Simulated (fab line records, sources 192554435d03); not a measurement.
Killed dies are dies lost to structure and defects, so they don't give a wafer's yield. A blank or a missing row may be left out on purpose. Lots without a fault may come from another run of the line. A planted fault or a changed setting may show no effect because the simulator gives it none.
fab line records | flow n5_finfet
record lots=10 wafers=30 last_day=18
route steps=1938 shown BEOL_M2@893 BEOL_M4@1111 PASSIVATION@1936
lots that met no fault: from a run of the same line without faults
start_h: hours from the record's first day to the start of the lot's first wafer shown | wait_h: hours since the lot's step before | " the same as in the row above | L1.1+2: a row that stands for several wafers | - no value, or no start given | * or withheld: withheld | < > ~ a bound
route shown NAME@n: a module of which the file shows steps, and the number in the route of the first | usual: mean/standard deviation of fault-free wafers | same: alike in all rows | chamber/n: place in a boat | sites: the reading at each site | _std_site: their standard deviation | _edge_site: outer sites' mean less inner sites' | radius_mm: how far each site lies from the wafer's centre | mask NAME#n: copy n | behind: the tool/chamber that last shaped the wafer | hold: why the lot was held/for how many hours/how that ended | device: the transistor (n, p or np) that didn't switch | end of line: the same wafers' tests at the end of the route | a step without rows: its recipe alone | killed: dies lost to structure and defects at the first sort, not the wafer's yield | map: a wafer's dies, x killed, . not, _ none there
set.NAME: the setting as run; set.NAME@STEP: as run at that earlier step | model.NAME: the simulator's own value behind a step, which no gauge read
steps of the route over a sample of lots; a table a step, a row a wafer
services: from which hour (start_h, from the record's first day; less than 0 if before it) a tool's chamber was out of use, for how many hours, and why
## steps
# step N5_BEOL_M2_OCD_MEAS_38
# usual trench_depth_nm=55.3/0.85
# columns lot.wafer tool chamber start_h wait_h trench_depth_nm
L600.1 ocd-02 - 147.28 - 55.4
L600.2 " - " " 55.3
L600.3 " - " " 56.2
L601.1 ocd-02 - 147.43 - 55.2
L601.4 " - " " 54.8
L601.5 " - " " 54.0
L603.2 ocd-02 - 168.58 - 56.9
L603.3 " - " " 55.5
L603.6 " - " " 55.0
L604.2 ocd-01 - 169.06 - 56.2
L604.5 " - " " 54.4
L604.6 " - " " 55.2
L608.1 ocd-02 - 204.95 - 53.9
L608.2 " - " " 55.2
L608.6 " - " " 54.4
L609.1 ocd-02 - 211.05 - 55.0
L609.3 " - " " 53.9
L609.5 " - " " 54.6
L612.1 ocd-02 - 211.52 - 54.3
L612.4 " - " " 55.4
L612.5 " - " " 54.3
L618.1 ocd-02 - 263.32 - 54.8
L618.3 " - " " 56.1
L618.5 " - " " 56.3
L620.1 ocd-01 - 267.39 - 55.3
L620.2 " - " " 53.9
L620.4 " - " " 55.5
L622.1 ocd-02 - 277.36 - 55.2
L622.2 " - " " 55.2
L622.3 " - " " 54.8
# step N5_BEOL_M2_PRE_CLEAN_45
# recipe gas=H2/He time_s=30 temp_c=250
# usual heater_power_w=326/31
# columns lot.wafer tool chamber start_h wait_h heater_power_w
L600.1 pvd_sputter-03 - 147.60 0.0 302
L600.2 " - " " 339
L600.3 " - " " 297
L601.1 pvd_sputter-03 - 147.76 0.0 295
L601.4 " - " " 309
L601.5 " - " " 345
L603.2 pvd_sputter-01 - 169.12 0.0 315
L603.3 " - " " 288
L603.6 " - " " 291
L604.2 pvd_sputter-01 - 169.37 0.0 313
L604.5 " - " " 282
L604.6 " - " " 323
L608.1 pvd_sputter-02 - 205.92 0.0 354
L608.2 " - " " 393
L608.6 " - " " 365
L609.1 pvd_sputter-01 - 211.28 0.0 321
L609.3 " - " " 283
L609.5 " - " " 326
L612.1 pvd_sputter-01 - 211.76 0.0 287
L612.4 " - " " 360
L612.5 " - " " 289
L618.1 pvd_sputter-02 - 263.63 0.0 315
L618.3 " - " " 364
L618.5 " - " " 357
L620.1 pvd_sputter-01 - 268.14 0.0 364
L620.2 " - " " 321
L620.4 " - " " 288
L622.1 pvd_sputter-02 - 277.71 0.0 347
L622.2 " - " " 304
L622.3 " - " " 322
# step N5_BEOL_M2_SPUTTER_48
# recipe material=Cu target_thk_a=45 temp_c=-20 chamber_pressure_pa=0.07 power_w=withheld time_s=8.29
# usual chamber_pressure_pa=0.07/0.00013 throttle_valve_pct=30.1/1
# columns lot.wafer tool chamber start_h wait_h chamber_pressure_pa throttle_valve_pct
L600.1 pvd_sputter-01 - 148.49 0.2 0.06982 29.4
L600.2 " - " " 0.07003 31.1
L600.3 " - " " 0.07014 27.5
L601.1 pvd_sputter-03 - 150.52 2.0 0.07001 30.0
L601.4 " - " " 0.07006 31.0
L601.5 " - " " 0.0696 30.5
L603.2 pvd_sputter-01 - 169.87 0.2 0.06992 27.7
L603.3 " - " " 0.06991 30.5
L603.6 " - " " 0.07006 30.7
L604.2 pvd_sputter-03 - 171.24 1.1 0.07009 30.6
L604.5 " - " " 0.06995 30.5
L604.6 " - " " 0.07028 30.1
L608.1 pvd_sputter-03 - 206.87 0.2 0.06983 30.6
L608.2 " - " " 0.07016 30.7
L608.6 " - " " 0.06995 30.7
L609.1 pvd_sputter-01 - 212.00 0.2 0.07018 27.5
L609.3 " - " " 0.06983 30.7
L609.5 " - " " 0.07001 30.4
L612.1 pvd_sputter-01 - 214.08 0.2 0.06999 27.7
L612.4 " - " " 0.0702 30.9
L612.5 " - " " 0.06986 31.0
L618.1 pvd_sputter-03 - 265.36 0.9 0.06994 30.9
L618.3 " - " " 0.06995 30.3
L618.5 " - " " 0.07001 30.6
L620.1 pvd_sputter-01 - 268.98 0.2 0.07017 27.9
L620.2 " - " " 0.07007 29.3
L620.4 " - " " 0.07007 30.1
L622.1 pvd_sputter-02 - 278.35 0.1 0.06998 31.5
L622.2 " - " " 0.07009 29.3
L622.3 " - " " 0.06989 28.8
# step N5_BEOL_M2_SPUTTER_79
# recipe material=Cu target_thk_a=45 temp_c=-20 chamber_pressure_pa=0.07 power_w=withheld time_s=8.29
# usual chamber_pressure_pa=0.06999/0.00014 throttle_valve_pct=30.1/1.1
# columns lot.wafer tool chamber start_h wait_h chamber_pressure_pa throttle_valve_pct
L600.1 pvd_sputter-01 - 148.71 0.1 0.06991 29.2
L600.2 " - " " 0.07025 30.7
L600.3 " - " " 0.06994 27.4
L601.1 pvd_sputter-03 - 150.74 0.1 0.07003 30.0
L601.4 " - " " 0.06987 30.9
L601.5 " - " " 0.06995 30.5
L603.2 pvd_sputter-01 - 170.09 0.1 0.06991 27.8
L603.3 " - " " 0.07 30.4
L603.6 " - " " 0.06988 30.7
L604.2 pvd_sputter-03 - 171.46 0.1 0.06996 30.4
L604.5 " - " " 0.07 30.6
L604.6 " - " " 0.07 30.5
L608.1 pvd_sputter-03 - 207.09 0.1 0.06995 31.0
L608.2 " - " " 0.06962 30.8
L608.6 " - " " 0.06985 30.6
L609.1 pvd_sputter-01 - 212.22 0.1 0.07006 27.8
L609.3 " - " " 0.0699 30.6
L609.5 " - " " 0.0699 30.9
L612.1 pvd_sputter-01 - 214.30 0.1 0.07002 27.5
L612.4 " - " " 0.06999 30.7
L612.5 " - " " 0.06985 30.7
L618.1 pvd_sputter-03 - 265.58 0.1 0.06997 30.7
L618.3 " - " " 0.0751 29.4
L618.5 " - " " 0.07008 30.6
L620.1 pvd_sputter-01 - 269.20 0.1 0.07013 27.6
L620.2 " - " " 0.06994 29.4
L620.4 " - " " 0.06973 30.2
L622.1 pvd_sputter-02 - 278.57 0.1 0.06968 31.9
L622.2 " - " " 0.07 29.3
L622.3 " - " " 0.06979 29.0
# step N5_BEOL_M4_RC_MEAS_101
# usual DIBL_N=35.9/1.3 DIBL_P=35.9/1.5 IOFF_N=0.152/0.023 IOFF_P=0.204/0.027 ION_N=673/9.2 ION_P=462/6.7 SS_N=71.4/0.48 SS_P=73.2/0.55 VT_N=250.3/2.6 VT_P=-250.6/3
# columns lot.wafer tool chamber start_h wait_h DIBL_N[mV/V] DIBL_P[mV/V] IOFF_N[nA/um] IOFF_P[nA/um] ION_N[uA/um] ION_P[uA/um] SS_N[mV/dec] SS_P[mV/dec] VT_N[mV] VT_P[mV]
L600.1 prober-02 0 180.88 0.0 35.2 35.1 0.120 0.163 662 455 70.9 72.3 255.4 -253.8
L600.2 " 0 " " 37.0 38.1 0.155 0.207 671 468 71.2 72.6 251.9 -251.8
L600.3 " 0 " " 37.2 37.3 0.149 0.193 659 450 71.6 73.2 250.1 -251.3
L601.1 prober-01 0 186.74 0.0 35.9 36.2 0.177 0.208 682 458 71.3 73.9 246.9 -250.4
L601.4 " 0 " " 35.3 35.8 0.163 0.198 679 459 71.8 73.7 248.9 -251.5
L601.5 " 0 " " 34.9 36.1 0.159 0.204 676 464 70.8 73.1 248.7 -252.7
L603.2 prober-02 0 210.39 0.2 36.5 37.3 0.167 0.198 677 461 70.8 74.3 249.8 -253.7
L603.3 " 0 " " 35.0 36.3 0.150 0.182 679 452 71.0 73.0 252.0 -254.3
L603.6 " 0 " " 36.1 37.1 0.163 0.197 680 462 71.5 73.2 248.3 -251.2
L604.2 prober-01 0 213.20 0.2 36.6 36.6 0.135 0.175 670 456 71.2 72.8 253.0 -253.4
L604.5 " 0 " " 35.3 34.7 0.122 0.159 676 453 70.6 72.6 253.1 -254.0
L604.6 " 0 " " 37.3 38.1 0.162 0.214 685 469 71.8 73.6 251.9 -250.3
L608.1 prober-01 0 238.39 0.0 36.2 35.5 0.162 0.209 687 467 71.6 73.1 246.1 -248.9
L608.2 " 0 " " 37.4 37.4 0.183 0.233 680 468 71.8 74.2 245.8 -249.6
L608.6 " 0 " " 36.8 36.7 0.175 0.224 690 469 70.5 73.0 247.4 -248.3
L612.1 prober-01 0 249.16 0.0 34.3 33.5 0.154 0.211 683 472 71.5 72.7 248.0 -249.9
L612.4 " 0 " " 35.1 33.7 0.163 0.210 681 463 71.7 73.3 248.1 -249.2
L612.5 " 0 " " 34.8 34.6 0.161 0.225 679 470 71.2 74.5 249.0 -248.3
L609.1 prober-02 0 267.07 0.0 35.7 35.5 0.134 0.188 669 455 71.1 72.7 249.5 -249.6
L609.3 " 0 " " 35.0 35.2 0.127 0.198 665 460 70.7 72.8 251.2 -248.8
L609.5 " 0 " " 35.9 36.2 0.143 0.209 681 461 71.7 73.8 248.9 -248.1
L618.1 prober-02 0 302.23 0.0 34.5 36.0 0.143 0.198 681 470 71.5 73.3 252.2 -248.9
L618.3 " 0 " " 33.8 35.6 0.137 0.187 665 466 71.2 73.1 253.1 -253.0
L618.5 " 0 " " 35.7 37.6 0.164 0.223 681 467 71.5 73.5 249.4 -251.9
L620.1 prober-02 0 305.47 0.0 36.1 36.0 0.162 0.183 675 454 71.9 73.0 250.0 -253.1
L620.2 " 0 " " 36.2 36.6 0.164 0.187 668 455 72.0 73.8 248.5 -255.2
L620.4 " 0 " " 35.4 35.8 0.149 0.176 669 452 71.4 73.1 250.2 -256.0
L622.1 prober-01 0 331.94 0.0 41.0 40.4 0.248 0.306 686 469 72.2 74.8 245.1 -245.4
L622.2 " 0 " " 37.6 35.8 0.157 0.216 667 459 72.2 73.7 251.9 -252.3
L622.3 " 0 " " 38.4 36.5 0.177 0.238 669 455 71.4 74.4 249.1 -249.1
# step N5_PASSIVATION_PROBE_49
# usual defect_limited_yield=91.0/1.5 killed_at_M0_to_M3=37/12 killed_at_M4_up=13/5 killed_at_contacts=13/6.1 killed_at_front_end=39/11 killed_at_other=4/3.2 killed_dies=106/17 killed_open=69/12 killed_short=35/7.9 sort_bin_4_leakage=0.00/0.007 sort_bin_5_function=5.3/1 sort_bin_6_memory=3.3/0.68 sort_n_pass=1074/17 sort_yield_pct=91.0/1.5
# same gross_dies=1180 killed_at_back_side=0 sort_bin_8_speed[%]=0
# columns lot.wafer tool chamber start_h wait_h defect_limited_yield[%] killed_at_M0_to_M3 killed_at_M4_up killed_at_contacts killed_at_front_end killed_at_other killed_dies killed_open killed_short sort_bin_4_leakage[%] sort_bin_5_function[%] sort_bin_6_memory[%] sort_n_pass sort_yield_pct[%]
L603.2 prober-02 - 324.28 0.1 92.0 33 23 14 20 4 94 60 34 0 4.7 2.9 1086 92.0
L603.3 prober-02 - 324.33 0.1 91.2 33 10 8 51 2 104 65 38 0 5.3 3.1 1076 91.2
L603.6 prober-02 - 324.48 0.3 91.7 31 14 23 26 4 98 69 29 0 4.8 3.1 1082 91.7
L608.1 prober-02 - 346.18 0.3 89.7 50 20 6 45 0 121 80 40 0 5.8 4.2 1059 89.7
L608.2 prober-02 - 346.23 0.4 90.8 54 6 11 36 2 109 80 26 0 6.2 2.8 1071 90.8
L608.6 prober-02 - 346.43 0.6 92.5 39 10 8 31 0 88 62 25 0 4.4 2.8 1092 92.5
L612.1 prober-02 - 361.69 0.1 90.0 43 8 13 48 6 118 80 38 0 5.2 4.7 1062 90.0
L612.4 prober-02 - 361.84 0.3 91.2 26 18 11 48 1 104 82 22 0 5.8 2.9 1076 91.2
L612.5 prober-02 - 361.89 0.3 88.9 45 19 22 39 6 131 84 45 0 6.8 3.9 1049 88.9
L609.1 prober-02 - 374.89 0.0 90.6 40 6 14 48 3 111 75 34 0 6.0 3.1 1069 90.6
L609.3 prober-02 - 374.99 0.1 89.3 44 12 12 48 10 126 70 51 0 6.6 3.1 1054 89.3
L609.5 prober-02 - 375.09 0.2 90.7 46 15 10 28 11 110 61 46 0 5.2 3.4 1070 90.7
L620.1 prober-02 - 421.05 0.0 91.4 26 14 6 55 0 101 66 34 0 5.1 3.1 1079 91.4
L620.2 prober-02 - 421.10 0.1 90.5 29 27 19 36 1 112 75 35 0 6.4 3.0 1068 90.5
L620.4 prober-02 - 421.20 0.2 90.5 35 21 7 47 2 112 72 38 0 5.3 3.6 1068 90.5
# killed by level:class
L603.2 BEOL_M1:geometric_particle:open=15 MOL_CONTACT_COAG:geometric_particle:open=10 BEOL_M4:geometric_particle:open=9 BEOL_M0_SAQP:geometric_particle:short=6 GATE_CUT:geometric_particle:short=5 BEOL_M4:geometric_particle:short=5 MOL_CONTACT_COAG:geometric_particle:short=4 BEOL_M2:geometric_particle:open=4
L603.3 FIN_SAQP:geometric_particle:short=15 BEOL_M0_SAQP:geometric_particle:open=12 FIN_SAQP:geometric_particle:open=11 BEOL_M0_SAQP:geometric_particle:short=7 BEOL_M2:geometric_particle:open=7 MOL_CONTACT_COAG:geometric_particle:open=6 BEOL_M5:geometric_particle:open=6 STI_FIN_REVEAL:geometric_particle:open=4
L603.6 MOL_CONTACT_COAG:geometric_particle:open=17 BEOL_M2:geometric_particle:open=12 BEOL_M5:geometric_particle:open=8 DUMMY_GATE:geometric_particle:open=7 BEOL_M0_SAQP:geometric_particle:short=7 MOL_CONTACT_COAG:geometric_particle:short=6 BEOL_M1:geometric_particle:open=5 FIN_SAQP:geometric_particle:open=4
L608.1 FIN_SAQP:geometric_particle:open=18 FIN_SAQP:geometric_particle:short=17 BEOL_M3:geometric_particle:open=12 BEOL_M2:geometric_particle:open=11 BEOL_M0_SAQP:geometric_particle:short=8 BEOL_M1:geometric_particle:open=8 MOL_CONTACT_COAG:geometric_particle:open=6 BEOL_M0_SAQP:geometric_particle:open=5
L608.2 BEOL_M1:geometric_particle:open=15 MOL_CONTACT_COAG:geometric_particle:open=10 BEOL_M3:geometric_particle:open=10 BEOL_M1:geometric_particle:short=8 STI_FIN_REVEAL:geometric_particle:open=7 BEOL_M0_SAQP:geometric_particle:open=7 BEOL_M2:geometric_particle:open=7 DUMMY_GATE:geometric_particle:open=5
L608.6 BEOL_M3:geometric_particle:open=10 STI_FIN_REVEAL:geometric_particle:open=9 DUMMY_GATE:geometric_particle:open=9 BEOL_M2:geometric_particle:open=8 BEOL_M0_SAQP:geometric_particle:open=7 FIN_SAQP:geometric_particle:short=5 MOL_CONTACT_COAG:geometric_particle:open=5 BEOL_M0_SAQP:geometric_particle:short=4
L612.1 BEOL_M3:geometric_particle:open=13 STI_FIN_REVEAL:geometric_particle:open=12 MOL_CONTACT_COAG:geometric_particle:open=11 FIN_SAQP:geometric_particle:short=10 FIN_SAQP:geometric_particle:open=10 BEOL_M2:geometric_particle:open=7 BEOL_M1:geometric_particle:open=6 BEOL_M0_SAQP:geometric_particle:short=5
L612.4 FIN_SAQP:geometric_particle:open=16 STI_FIN_REVEAL:geometric_particle:open=13 MOL_CONTACT_COAG:geometric_particle:open=11 BEOL_M4:geometric_particle:open=7 BEOL_M1:geometric_particle:open=6 BEOL_M3:geometric_particle:open=5 ILD0:geometric_particle:short=3 GATE_CUT:geometric_particle:open=3
L612.5 MOL_CONTACT_COAG:geometric_particle:open=13 BEOL_M3:geometric_particle:open=11 BEOL_M4:geometric_particle:open=10 MOL_CONTACT_COAG:geometric_particle:short=9 BEOL_M1:geometric_particle:open=9 FIN_SAQP:geometric_particle:open=7 GATE_CUT:geometric_particle:short=5 GATE_CUT:geometric_particle:open=5
L609.1 FIN_SAQP:geometric_particle:open=12 MOL_CONTACT_COAG:geometric_particle:open=12 BEOL_M0_SAQP:geometric_particle:short=10 BEOL_M3:geometric_particle:open=9 STI_FIN_REVEAL:geometric_particle:open=8 BEOL_M2:geometric_particle:open=7 FIN_SAQP:geometric_particle:short=5 GATE_CUT:geometric_particle:short=5
L609.3 BEOL_M0_SAQP:geometric_particle:short=9 BEOL_M3:geometric_particle:open=8 FIN_SAQP:geometric_particle:short=7 BEOL_M0_SAQP:geometric_particle:open=7 BEOL_M1:geometric_particle:open=7 FIN_SAQP:geometric_particle:open=6 MOL_CONTACT_COAG:geometric_particle:short=6 MOL_CONTACT_COAG:geometric_particle:open=6
L609.5 BEOL_M0_SAQP:geometric_particle:short=11 BEOL_M3:geometric_particle:open=10 BEOL_M0_SAQP:geometric_particle:open=8 MOL_CONTACT_COAG:geometric_particle:open=7 BEOL_M4:geometric_particle:open=6 PASS1_DEP:geometric_particle:short=5 BEOL_M2:geometric_particle:short=5 BEOL_M0:geometric_particle:open=4
L620.1 STI_FIN_REVEAL:geometric_particle:open=15 GATE_CUT:geometric_particle:short=12 BEOL_M4:geometric_particle:open=9 BEOL_M0_SAQP:geometric_particle:open=7 MOL_CONTACT_COAG:geometric_particle:open=6 BEOL_M3:geometric_particle:open=6 FIN_SAQP:geometric_particle:open=5 STI_FIN_REVEAL:geometric_particle:short=5
L620.2 BEOL_M4:geometric_particle:open=18 MOL_CONTACT_COAG:geometric_particle:open=16 FIN_SAQP:geometric_particle:short=7 GATE_CUT:geometric_particle:open=7 STI_FIN_REVEAL:geometric_particle:open=5 DUMMY_GATE:geometric_particle:open=5 BEOL_M0_SAQP:geometric_particle:open=5 BEOL_M2:geometric_particle:short=5
L620.4 FIN_SAQP:geometric_particle:short=13 BEOL_M4:geometric_particle:open=13 BEOL_M2:geometric_particle:open=10 STI_FIN_REVEAL:geometric_particle:open=8 FIN_SAQP:geometric_particle:open=6 MOL_CONTACT_COAG:geometric_particle:open=6 GATE_CUT:geometric_particle:short=5 DUMMY_GATE:geometric_particle:open=4
## services
# columns tool chamber start_h hours kind
pvd_sputter-03 - 186.76 4.3 repair
## key
first_sign step=N5_BEOL_M2_SPUTTER_79 reading=chamber_pressure_pa direction=up sigmas=36 usual=0.06999 struck=0.0751
effect none on later readings
met_at N5_BEOL_M2_SPUTTER_79
struck_lots L618
struck_wafers L618.3
not_acting_at N5_BEOL_M2_OCD_MEAS_38,N5_BEOL_M2_PRE_CLEAN_45,N5_BEOL_M2_SPUTTER_48
onset_between 171.46 265.58
fault kind=process_parameter_drift tool=pvd_sputter-03 chamber=- onset_h=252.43 steps=N5_BEOL_M2_SPUTTER_79 channel=chamber_pressure_pa offset=0.0049294 shape=step end_h=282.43 acts_in=these_recipes_only stated=0.07 scope=struck_wafers_only
